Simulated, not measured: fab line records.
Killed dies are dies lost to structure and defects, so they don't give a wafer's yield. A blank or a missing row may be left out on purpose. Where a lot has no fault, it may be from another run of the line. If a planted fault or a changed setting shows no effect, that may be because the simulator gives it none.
fab line records	flow nandHarc
[record] lots = 12	wafers = 36	lastDay = 33
route steps=1302 shown A_CONTACT@1003 END@1302
lots that met no fault: from a run of the same line without faults
startH: the number of hours between the record's first day and the start of the first shown wafer of the lot	waitH: time in hours since the lot's previous step	" as in the row above	L1.1+2: a row that stands for several wafers	- value missing, or start not given	* or withheld: withheld	< > ~ a bound
route shown NAME@n: a module of which the file shows steps, and the number in the route of the first	usual: the fault-free wafers' mean and standard deviation	same: alike in all rows	chamber/n: place in a boat	sites: readings site by site	_std_site: the standard deviation of these	_edge_site: the outer-site mean with the inner-site mean subtracted	radiusMm: for every site, how far away it sits from the centre of the wafer	mask NAME#n: copy n	behind: the last tool/chamber to shape the wafer	hold: reason for holding the lot/hours on hold/outcome of the hold	device: names the non-switching transistor (n, p or np)	end of line: the same wafers' tests at the end of the route	where a step has no rows: the recipe by itself	killed: at the first sort, the dies lost to defects and structure; wafer yield is something else	map: a wafer's dies, x killed, . not, _ none there
set.NAME: the setting that was run; set.NAME@STEP: the one run at that earlier step	model.NAME: the simulator's own value behind a step, which no gauge read
a sample of lots followed through the steps of the route, with each step as a table and each wafer as a row
services: from which hour (startH, from the record's first day; less than 0 if before it) a tool's chamber was out of use, for how many hours, and why
[[steps]]
[step NHARC_A_CONTACT_ETCH_50]
[recipe] targetDepthA = 1210	timeS = 60.5	cf4FlowSccm = 100	chf3FlowSccm = 30	arFlowSccm = 0	rfW = 500	biasW = 200	chemistry = CF4/CHF3
[usual] biasW = 200.0/0.59	cf4FlowSccm = 100.0/0.32	drypumpMotorCurrentA = 5.5/0.4	oesProductAu = 0.957/0.024	rfVppV = 370.4/2.7	showerheadPlenumPTorr = 1.57/0.078	throttleValvePct = 16.803/0.0095
lot.wafer	tool	chamber	startH	waitH	biasW	cf4FlowSccm	drypumpMotorCurrentA	oesProductAu	rfHoursCounterH	rfVppV	showerheadPlenumPTorr	throttleValvePct
L319.1	rieDiel-02	2	-	-	199.2	99.9	4.8	0.932	36	369.2	1.53	16.787
L319.5	"	0	"	"	198.8	100.3	5.5	0.935	-	366.6	1.46	16.818
L319.6	"	1	"	"	199.3	99.7	6.0	0.919	-	368.5	1.48	16.797
L318.2	rieDiel-03	1	-	-	199.0	100.0	5.0	0.955	8	371.9	1.59	16.796
L318.3	"	2	"	"	200.1	100.3	5.4	0.957	8	365.7	1.46	16.799
L318.5	"	0	"	"	200.2	100.0	5.7	0.951	-	367.6	1.47	16.806
L320.1	rieDiel-03	3	-	-	199.5	99.7	5.4	0.970	11	373.0	1.66	16.801
L320.5	"	3	"	"	200.2	99.8	5.4	0.973	-	374.8	1.66	16.806
L320.6	"	0	"	"	200.0	99.9	5.7	0.961	-	367.2	1.47	16.812
L323.3	rieDiel-02	0	-	-	199.9	99.7	5.6	0.931	54	367.0	1.45	16.814
L323.4	"	2	"	"	200.0	99.7	4.7	0.928	57	370.4	1.53	16.803
L323.6	"	1	"	"	199.5	99.9	6.0	0.911	-	368.3	1.48	16.822
L324.4	rieDiel-09	0	-	-	201.1	100.0	5.3	0.946	17	368.7	1.56	16.814
L324.5	"	1	"	"	201.5	100.0	5.5	0.951	-	374.4	1.63	16.794
L324.6	"	2	"	"	200.6	100.0	5.5	0.976	-	371.5	1.59	16.819
L325.4	rieDiel-03	3	-	-	200.1	100.2	5.5	0.970	16	373.7	1.66	16.809
L325.1	"	1	"	"	199.4	99.9	5.0	0.959	18	370.4	1.58	16.816
L325.5	"	0	"	"	201.1	100.0	5.7	0.948	-	367.5	1.47	16.807
L328.1	rieDiel-02	3	-	-	199.7	99.9	6.0	0.971	4	368.3	1.49	16.817
L328.5	"	3	"	"	199.6	100.1	6.0	0.973	-	366.4	1.49	16.794
L328.4	"	1	"	"	199.8	99.8	6.0	0.965	-	364.4	1.48	16.791
L330.1	rieDiel-03	3	-	-	200.4	99.7	5.4	0.995	27	374.4	1.65	16.802
L330.3	"	0	"	"	198.7	99.8	5.7	0.957	29	368.3	1.47	16.791
L330.2	"	1	"	"	200.4	99.5	4.9	0.947	28	370.7	1.58	16.807
L331.3	rieDiel-09	0	-	-	199.4	99.3	5.3	0.915	43	369.1	1.56	16.820
L331.1	"	2	"	"	200.2	99.7	5.5	0.920	47	371.1	1.58	16.786
L331.4	"	3	"	"	200.1	99.6	6.6	0.939	46	371.7	1.61	16.793
L336.1	rieDiel-09	1	-	-	198.3	100.0	5.5	0.952	2	371.5	1.62	16.791
L336.3	"	2	"	"	199.5	100.3	5.5	0.981	2	370.9	1.58	16.797
L336.5	"	1	"	"	200.0	100.0	5.5	0.962	-	373.1	1.62	16.806
L337.1	rieDiel-03	1	-	-	199.6	100.4	5.0	0.971	7	370.3	1.58	16.802
L337.4	"	2	"	"	200.2	99.5	5.4	0.982	9	376.1	1.70	16.813
L337.5	"	3	"	"	199.3	99.9	5.4	0.970	-	372.8	1.65	16.800
L340.1	rieDiel-03	0	-	-	200.0	100.3	5.8	0.980	11	367.3	1.47	16.796
L340.6	"	2	"	"	199.7	99.9	5.4	0.958	-	374.4	1.70	16.806
L340.5	"	3	"	"	200.5	100.1	5.4	0.964	-	371.2	1.65	16.813
[step NHARC_A_CONTACT_ETCH_119]
[recipe] sourceW = withheld	pressureMtorr = 20	biasV = 3000	timeS = 190	targetDepthA = 18500	arFlowSccm = withheld	c4f8FlowSccm = withheld	o2FlowSccm = withheld	chemistry = C4F8/O2/Ar
[usual] chamberPressureMTorr = 19.998/0.018	oesAirLineAu = 1.000/0.021
lot.wafer	tool	chamber	startH	waitH	chamberPressureMTorr	oesAirLineAu	rfHoursCounterH
L319.1	harCapEtch-02	0	507.55	0.1	20.003	0.994	86
L319.5	"	1	"	"	19.960	1.021	-
L319.6	"	0	"	"	19.984	0.999	-
L318.2	harCapEtch-01	1	516.64	0.1	20.005	0.963	1
L318.3	"	1	"	"	19.999	0.965	-
L318.5	"	1	"	"	19.995	0.990	-
L320.1	harCapEtch-03	1	553.56	0.1	19.993	1.004	49
L320.5	"	0	"	"	20.008	1.033	-
L320.6	"	1	"	"	19.991	0.999	-
L323.4	harCapEtch-01	1	553.77	0.1	19.995	1.018	-
L323.3	"	0	"	"	19.957	0.985	-
L323.6	"	0	"	"	20.002	0.997	-
L324.4	harCapEtch-03	0	571.48	0.1	20.009	0.973	-
L324.6	"	1	"	"	20.012	1.013	-
L324.5	"	0	"	"	20.010	0.956	-
L325.1	harCapEtch-01	1	581.96	0.1	20.007	1.018	15
L325.4	"	1	"	"	19.978	0.997	-
L325.5	"	0	"	"	20.029	1.043	-
L328.1	harCapEtch-01	1	606.29	0.2	19.990	0.988	21
L328.4	"	0	"	"	20.003	1.013	-
L328.5	"	1	"	"	19.973	0.992	-
L330.2	harCapEtch-03	1	624.71	0.2	20.025	0.990	65
L330.1	"	0	"	"	20.003	1.027	65
L330.3	"	0	"	"	20.029	1.032	-
L331.1	harCapEtch-01	1	642.62	0.2	20.022	1.018	28
L331.4	"	1	"	"	20.018	1.023	-
L331.3	"	0	"	"	19.958	0.957	-
L336.1	harCapEtch-03	1	691.10	0.1	19.994	0.988	73
L336.3	"	0	"	"	20.013	1.011	-
L336.5	"	1	"	"	19.998	0.995	-
L337.1	harCapEtch-03	0	700.56	0.1	20.002	1.016	75
L337.4	"	1	"	"	20.011	1.032	-
L337.5	"	1	"	"	19.991	0.991	-
L340.1	harCapEtch-01	1	714.48	0.1	20.017	0.997	42
L340.5	"	1	"	"	20.005	1.029	-
L340.6	"	0	"	"	19.992	0.972	-
[step NHARC_A_CONTACT_ETCH_120]
[recipe] sourceW = withheld	pressureMtorr = 20	biasV = 3000	timeS = 190	targetDepthA = 18500	arFlowSccm = withheld	c4f8FlowSccm = withheld	o2FlowSccm = withheld	chemistry = C4F8/O2/Ar
[usual] chamberPressureMTorr = 20.000/0.018	oesAirLineAu = 1.001/0.018
lot.wafer	tool	chamber	startH	waitH	chamberPressureMTorr	oesAirLineAu	rfHoursCounterH
L319.1	harCapEtch-02	0	507.72	0.1	19.979	1.006	86
L319.5	"	1	"	"	19.987	0.977	-
L319.6	"	0	"	"	20.008	0.993	-
L318.2	harCapEtch-01	1	516.82	0.1	20.005	1.012	1
L318.3	"	1	"	"	19.976	0.992	-
L318.5	"	1	"	"	19.984	0.981	-
L320.1	harCapEtch-03	1	553.73	0.1	19.980	0.978	49
L320.5	"	0	"	"	19.985	0.980	-
L320.6	"	1	"	"	20.002	1.007	-
L323.4	harCapEtch-01	1	553.94	0.1	19.988	0.986	-
L323.3	"	0	"	"	20.008	1.004	-
L323.6	"	0	"	"	20.025	0.998	-
L324.4	harCapEtch-03	0	571.65	0.1	20.013	0.991	-
L324.6	"	1	"	"	19.978	0.995	-
L324.5	"	0	"	"	19.988	1.001	-
L325.1	harCapEtch-01	1	582.13	0.1	19.996	1.015	15
L325.4	"	1	"	"	20.008	1.026	-
L325.5	"	0	"	"	20.020	0.987	-
L328.1	harCapEtch-01	1	606.52	0.2	20.041	0.999	21
L328.4	"	0	"	"	20.013	0.984	-
L328.5	"	1	"	"	19.992	0.985	-
L330.2	harCapEtch-03	1	624.88	0.1	19.971	0.989	65
L330.1	"	0	"	"	19.971	1.011	65
L330.3	"	0	"	"	20.002	1.002	-
L331.1	harCapEtch-01	1	642.85	0.2	20.000	1.009	28
L331.4	"	1	"	"	20.018	0.984	-
L331.3	"	0	"	"	20.025	0.991	-
L336.1	harCapEtch-03	1	691.27	0.1	-	-	-
L336.3	"	0	"	"	-	-	-
L336.5	"	1	"	"	-	-	-
L337.1	harCapEtch-03	0	700.73	0.1	-	-	-
L337.4	"	1	"	"	-	-	-
L337.5	"	1	"	"	-	-	-
L340.1	harCapEtch-01	1	714.65	0.1	19.995	1.027	42
L340.5	"	1	"	"	19.995	1.045	-
L340.6	"	0	"	"	20.013	1.022	-
[step NHARC_A_CONTACT_ETCH_123]
[recipe] sourceW = withheld	pressureMtorr = 20	biasV = 400	timeS = 490	targetDepthA = 21100	arFlowSccm = withheld	c4f8FlowSccm = 11.5	o2FlowSccm = 7.2	chemistry = C4F8/O2/Ar
[usual] chamberPressureMTorr = 20.001/0.019	oesAirLineAu = 0.999/0.021
lot.wafer	tool	chamber	startH	waitH	chamberPressureMTorr	oesAirLineAu	rfHoursCounterH
L319.1	harCapEtch-02	0	508.29	0.2	20.025	0.995	87
L319.5	"	1	"	"	19.998	0.978	-
L319.6	"	0	"	"	19.984	1.023	-
L318.2	harCapEtch-01	1	517.39	0.2	20.006	0.966	2
L318.3	"	1	"	"	19.999	0.950	-
L318.5	"	1	"	"	19.986	0.971	-
L320.1	harCapEtch-03	1	554.31	0.2	19.976	0.958	50
L320.5	"	0	"	"	20.013	0.976	-
L320.6	"	1	"	"	19.983	0.985	-
L323.4	harCapEtch-01	1	554.57	0.3	20.014	1.018	-
L323.3	"	0	"	"	20.012	0.976	-
L323.6	"	0	"	"	20.002	0.976	-
L324.4	harCapEtch-03	0	572.34	0.3	20.021	0.980	-
L324.6	"	1	"	"	20.008	0.998	-
L324.5	"	0	"	"	19.995	0.994	-
L325.1	harCapEtch-01	1	582.70	0.2	20.012	1.020	15
L325.4	"	1	"	"	20.007	0.985	-
L325.5	"	0	"	"	20.003	0.989	-
L328.1	harCapEtch-01	1	607.28	0.3	19.993	1.032	21
L328.4	"	0	"	"	20.033	1.009	-
L328.5	"	1	"	"	20.001	1.014	-
L330.2	harCapEtch-03	1	625.38	0.1	20.006	0.997	65
L330.1	"	0	"	"	20.005	0.999	65
L330.3	"	0	"	"	20.031	0.991	-
L331.1	harCapEtch-01	1	643.53	0.2	19.973	0.986	29
L331.4	"	1	"	"	20.013	0.991	-
L331.3	"	0	"	"	20.018	1.015	-
L336.1	harCapEtch-03	1	691.85	0.2	20.022	0.962	74
L336.3	"	0	"	"	20.029	0.976	-
L336.5	"	1	"	"	19.999	1.011	-
L337.1	harCapEtch-03	0	701.25	0.1	20.007	1.000	76
L337.4	"	1	"	"	20.038	0.964	-
L337.5	"	1	"	"	19.980	1.022	-
L340.1	harCapEtch-01	1	715.16	0.1	20.013	0.996	43
L340.5	"	1	"	"	19.959	1.012	-
L340.6	"	0	"	"	19.986	0.983	-
[step NHARC_END_SORT_01]
[recipe] tempC = 25
[usual] killedAtArray = 59/21	killedAtOther = 1.0/1.1	killedAtPeriphery = 4.0/2.6	killedDies = 64/21	killedOpen = 3.2/1.7	killedShort = 2.5/1.5
[same] grossDies = 677
lot.wafer	tool	chamber	startH	waitH	killedAtArray	killedAtOther	killedAtPeriphery	killedDies	killedOpen	killedShort
L336.1	prober-02	0	764.97	2.5	673	0	4	677	4	5
L336.3	prober-02	0	766.56	3.1	677	0	0	677	1	1
L336.5	prober-02	0	768.15	3.7	671	2	4	677	5	5
L337.1	prober-02	0	774.18	2.5	672	0	5	677	4	1
L337.4	prober-02	0	776.58	3.4	670	4	3	677	4	1
L337.5	prober-02	0	777.39	3.7	674	1	2	677	3	1
// killed by level:class
L336.1 A_CONTACT:areaEtch=610 A_CHANNEL_HOLE_D2:chamberFilmFlake=27 A_CHANNEL_HOLE_D1:chamberFilmFlake=11 A_CONTACT:chamberFilmFlake=6 A_SLIT:chamberFilmFlake=5 A_STAIRCASE:chamberFilmFlake=3 P_M0:geometricParticle:short=1 P_M2:geometricParticle:open=1
L336.3 A_CONTACT:areaEtch=615 A_CHANNEL_HOLE_D2:chamberFilmFlake=30 A_CHANNEL_HOLE_D1:chamberFilmFlake=12 A_CONTACT:chamberFilmFlake=7 A_SLIT:chamberFilmFlake=5 A_STAIRCASE:chamberFilmFlake=3 A_CHANNEL_FILL_D1:chamberFilmFlake=2 A_CHANNEL_HOLE_D1:geometricParticle:short=1
L336.5 A_CONTACT:areaEtch=615 A_CHANNEL_HOLE_D2:chamberFilmFlake=20 A_CONTACT:chamberFilmFlake=9 A_CHANNEL_HOLE_D1:chamberFilmFlake=8 A_SLIT:chamberFilmFlake=7 THIN_TSV:chamberFilmFlake=2 P_GATE:geometricParticle:open=1 P_GATE:geometricParticle:short=1
L337.1 A_CONTACT:areaEtch=633 A_SLIT:chamberFilmFlake=30 A_CONTACT:chamberFilmFlake=4 A_CHANNEL_HOLE_D2:chamberFilmFlake=2 P_STI:geometricParticle:short=1 P_M0:geometricParticle:open=1 P_M1:geometricParticle:open=1 A_ONON_D1:geometricParticle:open=1
L337.4 A_CONTACT:areaEtch=624 A_SLIT:chamberFilmFlake=33 A_STAIRCASE:chamberFilmFlake=7 A_CONTACT:chamberFilmFlake=3 THIN_TSV:chamberFilmFlake=3 P_CONTACT:geometricParticle:short=1 P_M0:geometricParticle:open=1 A_SOURCE_PLATE:geometricParticle:open=1
L337.5 A_CONTACT:areaEtch=627 A_SLIT:chamberFilmFlake=34 A_CHANNEL_FILL_D1:chamberFilmFlake=3 A_CHANNEL_HOLE_D1:chamberFilmFlake=2 A_STAIRCASE:chamberFilmFlake=2 A_CONTACT:chamberFilmFlake=2 P_GATE:geometricParticle:open=1 A_SGD_CUT:geometricParticle:open=1
[[services]]
tool	chamber	startH	hours	kind
rieDiel-03	0	491.83	-	clean
rieDiel-03	1	491.83	-	clean
rieDiel-03	2	491.83	-	clean
rieDiel-03	3	491.83	-	clean
rieDiel-09	-	497.19	9.0	pm
harCapEtch-01	-	497.62	17.0	pm
harCapEtch-01	0	497.62	17.0	ventCycle
harCapEtch-01	1	497.62	17.0	ventCycle
rieDiel-03	3	504.63	9.6	repair
harCapEtch-02	-	514.05	0.4	repair
harCapEtch-01	0	514.62	-	clean
harCapEtch-01	1	514.62	-	clean
rieDiel-03	0	516.33	-	clean
rieDiel-03	1	516.33	-	clean
rieDiel-02	1	529.22	12.6	repair
rieDiel-02	-	571.09	9.0	pm
rieDiel-02	0	590.84	10.3	repair
rieDiel-02	2	600.13	4.2	repair
rieDiel-03	2	606.07	3.8	repair
rieDiel-02	0	611.89	2.5	repair
rieDiel-03	-	635.33	9.0	pm
rieDiel-09	-	674.19	9.0	pm
rieDiel-02	0	688.10	9.9	repair
rieDiel-09	3	691.61	5.4	repair
[[key]]
[firstSign] step = NHARC_A_CONTACT_ETCH_120	reading = toolRecord	direction = missing
[effect] step = NHARC_END_SORT_01	reading = killedAtArray	direction = up	sigmas = 29	usual = 59	struck = 673
[moreKillsBornAt] NHARC_A_CONTACT_ETCH_120@harCapEtch-03 = 3724
metAt NHARC_A_CONTACT_ETCH_120
struckLots L336,L337
laterRowsLeftOut L336.1,L336.3,L336.5,L337.1,L337.4,L337.5
testerLeftOut L336,L337
notActingAt NHARC_A_CONTACT_ETCH_50,NHARC_A_CONTACT_ETCH_119,NHARC_A_CONTACT_ETCH_123
onsetBetween 624.88 691.27
[fault] kind = skippedStepWhole	tool = harCapEtch-03	chamber = -	onsetH = 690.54	steps = NHARC_A_CONTACT_ETCH_120	scope = struckLotsOnly
// testerLeftOut: of these lots the tester's yield and bins aren't shown, on N5 and GAA mostly nor the transistor test; their killed dies are dies lost to structure and defects alone, not to doping, threshold or leakage, so they don't give the yield
// laterRowsLeftOut: the simulator's readings of these wafers behind a module that went badly wrong aren't trusted and aren't shown, but for the sort
